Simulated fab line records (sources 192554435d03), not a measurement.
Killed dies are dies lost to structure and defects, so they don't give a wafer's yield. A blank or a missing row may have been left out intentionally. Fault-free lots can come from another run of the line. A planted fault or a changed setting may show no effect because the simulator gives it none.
fab line records + flow n5_finfet
[record]
- lots = 10
- wafers = 30
- last_day = 19
route steps=1938 shown BEOL_M4@1092 PASSIVATION@1936
lots untouched by any fault: they come from a run of this same line in which no faults occurred
start_h: hours from the record's first day to the start of the lot's first wafer shown + wait_h: hours since the lot's step before + " as in the row above + L1.1+2: several wafers, shown together as one row + - no value present, or no start provided + * or withheld: withheld + < > ~ a bound
route shown NAME@n: names a module that has steps shown in the file, with the first one's number in the route + usual: mean/standard deviation of fault-free wafers + same: alike in all rows + chamber/n: place in a boat + sites: each site's reading + _std_site: standard deviation across them + _edge_site: outer sites' mean less inner sites' + radius_mm: for every site, how far away it sits from the centre of the wafer + mask NAME#n: copy n + behind: the last tool/chamber to shape the wafer + hold: reason for holding the lot/hours on hold/outcome of the hold + device: transistor that didn't switch, given as n, p or np + end of line: the tests these same wafers got at the end of their route + a step with no rows: only its recipe + killed: count of dies lost to structure and defects at first sort (not the wafer's yield) + map: shows each die of a wafer: x if killed, . if not, _ if none is there
set.NAME: the run value of the setting; set.NAME@STEP: its run value at that earlier step + model.NAME: the simulator's own value behind a step, which no gauge read
a sample of lots followed through the steps of the route, with each step as a table and each wafer as a row
services: a tool's chamber out of use, with start hour (start_h, from the record's first day; less than 0 if before it), hours out, and reason
[[steps]]
[step N5_BEOL_M4_SPUTTER_88]
[recipe]
- material = Cu
- target_thk_a = 45
- temp_c = -20
- chamber_pressure_pa = 0.07
- power_w = withheld
- time_s = 8.29
[usual]
- throttle_valve_pct = 30.3/1.2
| lot.wafer | tool           | chamber | start_h | wait_h | throttle_valve_pct |
|-----------|----------------|---------|---------|--------|--------------------|
| L175.1    | pvd_sputter-01 | -       | 183.36  | 0.1    | 29.7               |
| L175.2    | "              | -       | "       | "      | 33.0               |
| L175.6    | "              | -       | "       | "      | 33.3               |
| L176.1    | pvd_sputter-01 | -       | 201.95  | 0.1    | 31.8               |
| L176.3    | "              | -       | "       | "      | 33.1               |
| L176.6    | "              | -       | "       | "      | 32.8               |
| L177.1    | pvd_sputter-01 | -       | 206.67  | 0.1    | 33.0               |
| L177.4    | "              | -       | "       | "      | 30.7               |
| L177.5    | "              | -       | "       | "      | 31.6               |
| L189.1    | pvd_sputter-01 | -       | 292.61  | 0.1    | 29.9               |
| L189.3    | "              | -       | "       | "      | 30.6               |
| L189.4    | "              | -       | "       | "      | 33.1               |
| L193.2    | pvd_sputter-02 | -       | 295.96  | 0.1    | 31.5               |
| L193.3    | "              | -       | "       | "      | 29.5               |
| L193.5    | "              | -       | "       | "      | 28.1               |
| L192.4    | pvd_sputter-02 | -       | 305.12  | 0.1    | 28.6               |
| L192.5    | "              | -       | "       | "      | 29.4               |
| L192.6    | "              | -       | "       | "      | 30.0               |
| L195.1    | pvd_sputter-03 | -       | 305.90  | 0.1    | 29.3               |
| L195.3    | "              | -       | "       | "      | 31.0               |
| L195.5    | "              | -       | "       | "      | 30.9               |
| L194.1    | pvd_sputter-03 | -       | 316.61  | 0.1    | 30.3               |
| L194.2    | "              | -       | "       | "      | 29.4               |
| L194.3    | "              | -       | "       | "      | 31.2               |
| L196.1    | pvd_sputter-01 | -       | 331.78  | 0.1    | 31.5               |
| L196.5    | "              | -       | "       | "      | 30.8               |
| L196.6    | "              | -       | "       | "      | 31.5               |
| L197.1    | pvd_sputter-03 | -       | 345.72  | 0.1    | 29.1               |
| L197.3    | "              | -       | "       | "      | 29.2               |
| L197.5    | "              | -       | "       | "      | 29.0               |
[step N5_BEOL_M4_ANNEAL_89]
[recipe]
- temp_c = 400
- time_s = 240
- ambient = vacuum
[usual]
- heater_power_w = 813/70
| lot.wafer | tool           | chamber | start_h | wait_h | heater_power_w |
|-----------|----------------|---------|---------|--------|----------------|
| L175.1    | pvd_sputter-01 | -       | 183.44  | 0.0    | 748            |
| L175.2    | "              | -       | "       | "      | 810            |
| L175.6    | "              | -       | "       | "      | 809            |
| L176.1    | pvd_sputter-01 | -       | 202.03  | 0.0    | 692            |
| L176.3    | "              | -       | "       | "      | 794            |
| L176.6    | "              | -       | "       | "      | 805            |
| L177.1    | pvd_sputter-01 | -       | 206.75  | 0.0    | 808            |
| L177.4    | "              | -       | "       | "      | 858            |
| L177.5    | "              | -       | "       | "      | 685            |
| L189.1    | pvd_sputter-01 | -       | 292.69  | 0.0    | 744            |
| L189.3    | "              | -       | "       | "      | 860            |
| L189.4    | "              | -       | "       | "      | 844            |
| L193.2    | pvd_sputter-02 | -       | 296.04  | 0.0    | 882            |
| L193.3    | "              | -       | "       | "      | 788            |
| L193.5    | "              | -       | "       | "      | 939            |
| L192.4    | pvd_sputter-02 | -       | 305.20  | 0.0    | 912            |
| L192.5    | "              | -       | "       | "      | 779            |
| L192.6    | "              | -       | "       | "      | 797            |
| L195.1    | pvd_sputter-03 | -       | 305.98  | 0.0    | 874            |
| L195.3    | "              | -       | "       | "      | 764            |
| L195.5    | "              | -       | "       | "      | 773            |
| L194.1    | pvd_sputter-03 | -       | 316.69  | 0.0    | 889            |
| L194.2    | "              | -       | "       | "      | 876            |
| L194.3    | "              | -       | "       | "      | 783            |
| L196.1    | pvd_sputter-01 | -       | 331.86  | 0.0    | 697            |
| L196.5    | "              | -       | "       | "      | 840            |
| L196.6    | "              | -       | "       | "      | 691            |
| L197.1    | pvd_sputter-03 | -       | 345.80  | 0.0    | 726            |
| L197.3    | "              | -       | "       | "      | 865            |
| L197.5    | "              | -       | "       | "      | 853            |
[step N5_BEOL_M4_ANNEAL_91]
[recipe]
- temp_c = 400
- time_s = 240
- ambient = vacuum
[usual]
- heater_power_w = 813/70
| lot.wafer | tool           | chamber | start_h | wait_h | heater_power_w |
|-----------|----------------|---------|---------|--------|----------------|
| L175.1    | pvd_sputter-01 | -       | 183.66  | 0.0    | 762            |
| L175.2    | "              | -       | "       | "      | 818            |
| L175.6    | "              | -       | "       | "      | 807            |
| L176.1    | pvd_sputter-01 | -       | 202.25  | 0.0    | 710            |
| L176.3    | "              | -       | "       | "      | 810            |
| L176.6    | "              | -       | "       | "      | 824            |
| L177.1    | pvd_sputter-01 | -       | 206.97  | 0.0    | 844            |
| L177.4    | "              | -       | "       | "      | 880            |
| L177.5    | "              | -       | "       | "      | 674            |
| L189.1    | pvd_sputter-01 | -       | 292.91  | 0.0    | 771            |
| L189.3    | "              | -       | "       | "      | 867            |
| L189.4    | "              | -       | "       | "      | 811            |
| L193.2    | pvd_sputter-02 | -       | 296.26  | 0.0    | 908            |
| L193.3    | "              | -       | "       | "      | 772            |
| L193.5    | "              | -       | "       | "      | 930            |
| L192.4    | pvd_sputter-02 | -       | 305.42  | 0.0    | 905            |
| L192.5    | "              | -       | "       | "      | 799            |
| L192.6    | "              | -       | "       | "      | 779            |
| L195.1    | pvd_sputter-03 | -       | 306.20  | 0.0    | 881            |
| L195.3    | "              | -       | "       | "      | 779            |
| L195.5    | "              | -       | "       | "      | 799            |
| L194.1    | pvd_sputter-03 | -       | 316.91  | 0.0    | 873            |
| L194.2    | "              | -       | "       | "      | 879            |
| L194.3    | "              | -       | "       | "      | 764            |
| L196.1    | pvd_sputter-01 | -       | 332.08  | 0.0    | 694            |
| L196.5    | "              | -       | "       | "      | 882            |
| L196.6    | "              | -       | "       | "      | 679            |
| L197.1    | pvd_sputter-03 | -       | 346.02  | 0.0    | 713            |
| L197.3    | "              | -       | "       | "      | 879            |
| L197.5    | "              | -       | "       | "      | 882            |
[step N5_BEOL_M4_ECD_50]
[recipe]
- material = Cu
- target_thk_a = 3000
| lot.wafer  | tool      | chamber | start_h | wait_h |
|------------|-----------|---------|---------|--------|
| L175.1+2+6 | ecd_cu-02 | 1,0,1   | 184.36  | 0.1    |
| L176.1+3+6 | ecd_cu-02 | 1,1,0   | 202.95  | 0.1    |
| L177.1+4+5 | ecd_cu-02 | 0,1,1   | 207.67  | 0.1    |
| L189.1+3+4 | ecd_cu-02 | 1,0,1   | 293.60  | 0.1    |
| L193.2+3+5 | ecd_cu-02 | 1,0,0   | 296.96  | 0.1    |
| L192.4+5+6 | ecd_cu-02 | 0,0,1   | 306.13  | 0.1    |
| L195.1+3+5 | ecd_cu-02 | 0       | 306.90  | 0.1    |
| L194.1+2+3 | ecd_cu-02 | 0,1,0   | 317.60  | 0.1    |
| L196.1+5+6 | ecd_cu-01 | 1,1,0   | 332.82  | 0.1    |
| L197.1+3+5 | ecd_cu-01 | 0,0,1   | 346.71  | 0.1    |
[step N5_BEOL_M4_CMP_52]
[recipe]
- stop_on = SiOC
- t_overpolish_s = 6.8
- down_force_psi = 1
- platen_rpm = 50
- clearing_platen_down_force_psi = 1.5
- clearing_platen_rpm = 50
- post_cmp_clean = cu_alkaline
- target_thk_nm = 40
- clearing_platen_pad_velocity_m_s = 0.99484
- pad_velocity_m_s = 0.99484
[usual]
- motor_current_A = 5.8/0.33
- time_to_endpoint_s = 63/4
| lot.wafer | tool   | chamber | start_h | wait_h | motor_current_A | time_to_endpoint_s |
|-----------|--------|---------|---------|--------|-----------------|--------------------|
| L175.1    | cmp-04 | 1       | 184.77  | 0.3    | 5.3             | 62                 |
| L175.2    | "      | 2       | "       | "      | 5.4             | 60                 |
| L175.6    | "      | 1       | "       | "      | 5.5             | 60                 |
| L176.1    | cmp-03 | 3       | 203.67  | 0.6    | 5.4             | 87                 |
| L176.3    | "      | 0       | "       | "      | 5.7             | 86                 |
| L176.6    | "      | 1       | "       | "      | 5.9             | 63                 |
| L177.1    | cmp-03 | 0       | 208.08  | 0.3    | 5.7             | 82                 |
| L177.4    | "      | 2       | "       | "      | 6.2             | 68                 |
| L177.5    | "      | 0       | "       | "      | 5.4             | 64                 |
| L189.3    | cmp-02 | 1       | 293.98  | 0.2    | 6.0             | 61                 |
| L189.1    | "      | 3       | "       | "      | 5.7             | 60                 |
| L189.4    | "      | 0       | "       | "      | 5.9             | 67                 |
| L193.2    | cmp-03 | 0       | 297.37  | 0.2    | 5.7             | 71                 |
| L193.3    | "      | 2       | "       | "      | 6.1             | 70                 |
| L193.5    | "      | 3       | "       | "      | 5.7             | 72                 |
| L192.4    | cmp-03 | 2       | 306.60  | 0.2    | 6.2             | 67                 |
| L192.6    | "      | 3       | "       | "      | 5.4             | 71                 |
| L192.5    | "      | 0       | "       | "      | 5.5             | 67                 |
| L195.3    | cmp-03 | 3       | 307.31  | 0.2    | 5.6             | 71                 |
| L195.1    | "      | 0       | "       | "      | 5.5             | 63                 |
| L195.5    | "      | 2       | "       | "      | 5.9             | 64                 |
| L194.1    | cmp-04 | 0       | 317.98  | 0.3    | 6.0             | 61                 |
| L194.3    | "      | 1       | "       | "      | 5.5             | 61                 |
| L194.2    | "      | 2       | "       | "      | 5.4             | 64                 |
| L196.1    | cmp-04 | 2       | 333.20  | 0.3    | 5.0             | 64                 |
| L196.5    | "      | 2       | "       | "      | 5.4             | 65                 |
| L196.6    | "      | 3       | "       | "      | 6.4             | 64                 |
| L197.1    | cmp-03 | 2       | 347.14  | 0.3    | 6.1             | 65                 |
| L197.3    | "      | 0       | "       | "      | 5.6             | 67                 |
| L197.5    | "      | 2       | "       | "      | 6.2             | 67                 |
[step N5_BEOL_M4_RC_MEAS_101]
[usual]
- DIBL_N = 36.5/1.9
- DIBL_P = 36.4/2.2
- IOFF_N = 0.17/0.034
- IOFF_P = 0.21/0.036
- ION_N = 678/12
- ION_P = 462/7.1
- SS_N = 71.7/0.61
- SS_P = 73.4/0.71
- VT_N = 249/3.5
- VT_P = -251/3
| lot.wafer | tool      | chamber | start_h | wait_h | DIBL_N[mV/V] | DIBL_P[mV/V] | IOFF_N[nA/um] | IOFF_P[nA/um] | ION_N[uA/um] | ION_P[uA/um] | SS_N[mV/dec] | SS_P[mV/dec] | VT_N[mV] | VT_P[mV] |
|-----------|-----------|---------|---------|--------|--------------|--------------|---------------|---------------|--------------|--------------|--------------|--------------|----------|----------|
| L175.1    | prober-02 | 0       | 185.35  | 0.0    | 37.6         | 37.9         | 0.16          | 0.23          | 671          | 455          | 71.6         | 73.9         | 248      | -250     |
| L175.2    | "         | 0       | "       | "      | 40.3         | 40.5         | 0.23          | 0.27          | 691          | 471          | 71.8         | 75.4         | 243      | -247     |
| L175.6    | "         | 0       | "       | "      | 36.1         | 35.1         | 0.15          | 0.18          | 666          | 453          | 70.9         | 73.0         | 251      | -253     |
| L176.1    | prober-02 | 0       | 204.20  | 0.0    | 40.9         | 40.2         | 0.25          | 0.27          | 689          | 463          | 71.9         | 74.5         | 244      | -248     |
| L176.3    | "         | 0       | "       | "      | 39.2         | 39.0         | 0.22          | 0.23          | 689          | 462          | 72.0         | 74.0         | 246      | -252     |
| L176.6    | "         | 0       | "       | "      | 39.5         | 38.4         | 0.22          | 0.24          | 677          | 464          | 72.4         | 73.7         | 245      | -252     |
| L177.1    | prober-01 | 0       | 208.65  | 0.0    | 32.0         | 31.3         | 0.11          | 0.16          | 660          | 462          | 70.6         | 72.4         | 256      | -253     |
| L177.4    | "         | 0       | "       | "      | 35.3         | 35.8         | 0.17          | 0.23          | 677          | 470          | 71.5         | 73.9         | 246      | -249     |
| L177.5    | "         | 0       | "       | "      | 36.2         | 37.0         | 0.19          | 0.25          | 694          | 475          | 71.7         | 73.5         | 246      | -248     |
| L189.1    | prober-02 | 0       | 294.59  | 0.0    | 33.7         | 34.0         | 0.11          | 0.16          | 664          | 456          | 71.0         | 72.5         | 255      | -252     |
| L189.3    | "         | 0       | "       | "      | 38.1         | 39.5         | 0.18          | 0.24          | 683          | 474          | 72.7         | 73.6         | 252      | -250     |
| L189.4    | "         | 0       | "       | "      | 34.3         | 34.0         | 0.11          | 0.15          | 661          | 453          | 70.8         | 72.9         | 255      | -255     |
| L193.2    | prober-01 | 0       | 298.12  | 0.2    | 36.8         | 38.1         | 0.18          | 0.22          | 676          | 468          | 71.6         | 73.6         | 248      | -252     |
| L193.3    | "         | 0       | "       | "      | 35.3         | 37.1         | 0.16          | 0.19          | 673          | 456          | 72.2         | 72.8         | 251      | -254     |
| L193.5    | "         | 0       | "       | "      | 35.3         | 37.4         | 0.17          | 0.20          | 689          | 470          | 72.2         | 72.9         | 249      | -252     |
| L192.4    | prober-01 | 0       | 307.56  | 0.5    | 33.3         | 34.4         | 0.14          | 0.16          | 686          | 462          | 72.0         | 72.5         | 250      | -254     |
| L192.5    | "         | 0       | "       | "      | 33.8         | 34.5         | 0.12          | 0.16          | 662          | 455          | 71.7         | 73.3         | 254      | -253     |
| L192.6    | "         | 0       | "       | "      | 35.5         | 36.3         | 0.16          | 0.19          | 674          | 456          | 71.9         | 73.9         | 250      | -253     |
| L195.1    | prober-01 | 0       | 308.03  | 0.2    | 37.5         | 38.5         | 0.20          | 0.21          | 690          | 465          | 73.0         | 74.2         | 247      | -251     |
| L195.3    | "         | 0       | "       | "      | 36.0         | 37.6         | 0.16          | 0.18          | 665          | 449          | 71.5         | 73.1         | 250      | -254     |
| L195.5    | "         | 0       | "       | "      | 35.6         | 37.0         | 0.16          | 0.19          | 686          | 466          | 71.1         | 73.4         | 248      | -256     |
| L194.1    | prober-01 | 0       | 318.58  | 0.0    | 38.7         | 38.4         | 0.20          | 0.27          | 687          | 466          | 72.4         | 74.0         | 247      | -246     |
| L194.2    | "         | 0       | "       | "      | 36.4         | 35.0         | 0.16          | 0.21          | 684          | 465          | 71.9         | 73.6         | 249      | -250     |
| L194.3    | "         | 0       | "       | "      | 35.9         | 34.8         | 0.14          | 0.20          | 678          | 468          | 71.1         | 73.4         | 252      | -253     |
| L196.1    | prober-01 | 0       | 333.86  | 0.0    | 33.3         | 33.5         | 0.13          | 0.15          | 663          | 460          | 71.1         | 72.2         | 250      | -253     |
| L196.5    | "         | 0       | "       | "      | 37.5         | 38.2         | 0.19          | 0.21          | 677          | 459          | 72.0         | 73.9         | 248      | -250     |
| L196.6    | "         | 0       | "       | "      | 36.8         | 36.7         | 0.18          | 0.20          | 680          | 460          | 71.3         | 73.4         | 244      | -252     |
| L197.1    | prober-01 | 0       | 347.71  | 0.0    | 36.4         | 35.3         | 0.16          | 0.21          | 669          | 459          | 71.8         | 73.7         | 250      | -250     |
| L197.3    | "         | 0       | "       | "      | 34.1         | 32.6         | 0.13          | 0.17          | 673          | 464          | 71.4         | 72.4         | 253      | -253     |
| L197.5    | "         | 0       | "       | "      | 34.1         | 32.6         | 0.13          | 0.18          | 676          | 466          | 71.1         | 73.0         | 251      | -252     |
[step N5_PASSIVATION_PROBE_49]
[usual]
- defect_limited_yield = 91.0/1.5
- killed_at_M0_to_M3 = 35/11
- killed_at_M4_up = 13/5
- killed_at_contacts = 12/5.9
- killed_at_front_end = 42/13
- killed_at_other = 3/3.2
- killed_dies = 106/18
- killed_on_rim = 14/4.2
- killed_open = 69/13
- killed_short = 35/8.9
- sort_bin_5_function = 5.2/0.95
- sort_bin_6_memory = 3.3/0.71
- sort_n_pass = 1074/18
- sort_yield_pct = 91.0/1.5
[same]
- gross_dies = 1180
- killed_at_back_side = 0
- sort_bin_4_leakage[%] = 0
- sort_bin_8_speed[%] = 0
| lot.wafer | tool      | chamber | start_h | wait_h | defect_limited_yield[%] | killed_at_M0_to_M3 | killed_at_M4_up | killed_at_contacts | killed_at_front_end | killed_at_other | killed_dies | killed_on_rim | killed_open | killed_short | sort_bin_5_function[%] | sort_bin_6_memory[%] | sort_n_pass | sort_yield_pct[%] |
|-----------|-----------|---------|---------|--------|-------------------------|--------------------|-----------------|--------------------|---------------------|-----------------|-------------|---------------|-------------|--------------|------------------------|----------------------|-------------|-------------------|
| L177.4    | prober-01 | -       | 323.98  | 0.2    | 90.9                    | 33                 | 3               | 22                 | 48                  | 1               | 107         | 10            | 76          | 30           | 4.6                    | 4.0                  | 1073        | 90.9              |
| L192.4    | prober-01 | -       | 425.43  | 0.2    | 93.6                    | 25                 | 11              | 13                 | 23                  | 3               | 75          | 12            | 47          | 26           | 3.9                    | 2.3                  | 1105        | 93.6              |
| L192.5    | prober-01 | -       | 425.48  | 0.2    | 91.0                    | 49                 | 13              | 7                  | 32                  | 5               | 106         | 12            | 71          | 34           | 6.3                    | 2.6                  | 1074        | 91.0              |
| L192.6    | prober-01 | -       | 425.53  | 0.3    | 92.8                    | 32                 | 6               | 12                 | 35                  | 0               | 85          | 8             | 56          | 26           | 4.9                    | 2.0                  | 1095        | 92.8              |
// killed by level:class
L177.4 MOL_CONTACT_COAG:geometric_particle:open=21 STI_FIN_REVEAL:geometric_particle:open=12 FIN_SAQP:geometric_particle:open=11 BEOL_M3:geometric_particle:open=10 FIN_SAQP:geometric_particle:short=8 BEOL_M2:geometric_particle:open=5 BEOL_M0:geometric_particle:open=4 BEOL_M0_SAQP:geometric_particle:short=4
L192.4 MOL_CONTACT_COAG:geometric_particle:open=10 BEOL_M4:geometric_particle:open=7 BEOL_M0_SAQP:geometric_particle:open=6 BEOL_M3:geometric_particle:open=5 BEOL_M1:geometric_particle:open=4 FIN_SAQP:geometric_particle:short=3 DUMMY_GATE:geometric_particle:open=3 SPACER0:geometric_particle:short=3
L192.5 BEOL_M3:geometric_particle:open=15 BEOL_M2:geometric_particle:open=13 FIN_SAQP:geometric_particle:short=6 FIN_SAQP:geometric_particle:open=6 GATE_CUT:geometric_particle:open=5 MOL_CONTACT_COAG:geometric_particle:open=5 BEOL_M0_SAQP:geometric_particle:short=5 ILD0:geometric_particle:short=4
L192.6 BEOL_M2:geometric_particle:open=9 FIN_SAQP:geometric_particle:short=7 MOL_CONTACT_COAG:geometric_particle:open=7 BEOL_M0_SAQP:geometric_particle:open=7 FIN_SAQP:geometric_particle:open=5 BEOL_M3:geometric_particle:open=5 STARTING-WAFER:geometric_particle:open=4 GATE_CUT:geometric_particle:open=3
[[services]]
| tool           | chamber | start_h | hours | kind                           |
|----------------|---------|---------|-------|--------------------------------|
| cmp-04         | -       | 168.18  | 4.9   | pm                             |
| ecd_cu-02      | -       | 194.89  | 2.1   | repair                         |
| cmp-02         | -       | 204.19  | 4.0   | pm                             |
| cmp-02         | -       | 208.19  | -     | consumable_replace:conditioner |
| cmp-02         | -       | 208.19  | -     | consumable_replace:pad         |
| cmp-02         | -       | 217.95  | 6.6   | repair                         |
| pvd_sputter-02 | -       | 229.10  | 4.9   | repair                         |
| ecd_cu-01      | -       | 244.54  | 1.5   | repair                         |
| ecd_cu-02      | -       | 246.11  | 0.9   | repair                         |
| cmp-04         | -       | 250.04  | 4.0   | pm                             |
| cmp-04         | -       | 254.04  | -     | consumable_replace:conditioner |
| cmp-04         | -       | 254.04  | -     | consumable_replace:pad         |
| pvd_sputter-01 | -       | 264.67  | 2.1   | repair                         |
| cmp-03         | -       | 265.54  | 4.3   | pm                             |
| cmp-04         | -       | 268.18  | 0.3   | repair                         |
| cmp-04         | -       | 330.66  | 0.8   | repair                         |
[[key]]
[first_sign]
- step = N5_BEOL_M4_CMP_52
- reading = time_to_endpoint_s
- direction = up
- sigmas = 5.4
- usual = *
- struck = *
effect none on later readings
met_at N5_BEOL_M4_ECD_50
struck_lots L176,L177
struck_wafers L176.1,L176.3,L177.1
not_acting_at N5_BEOL_M4_SPUTTER_88,N5_BEOL_M4_ANNEAL_89,N5_BEOL_M4_ANNEAL_91
onset_between 184.36 202.95
[fault]
- kind = process_parameter_drift
- tool = ecd_cu-02
- chamber = -
- onset_h = 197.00
- steps = N5_BEOL_M4_ECD_50
- channel = target_thk_a
- offset = *
- shape = step
- end_h = 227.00
- scope = struck_wafers_only
- acts_in = *
- stated = *
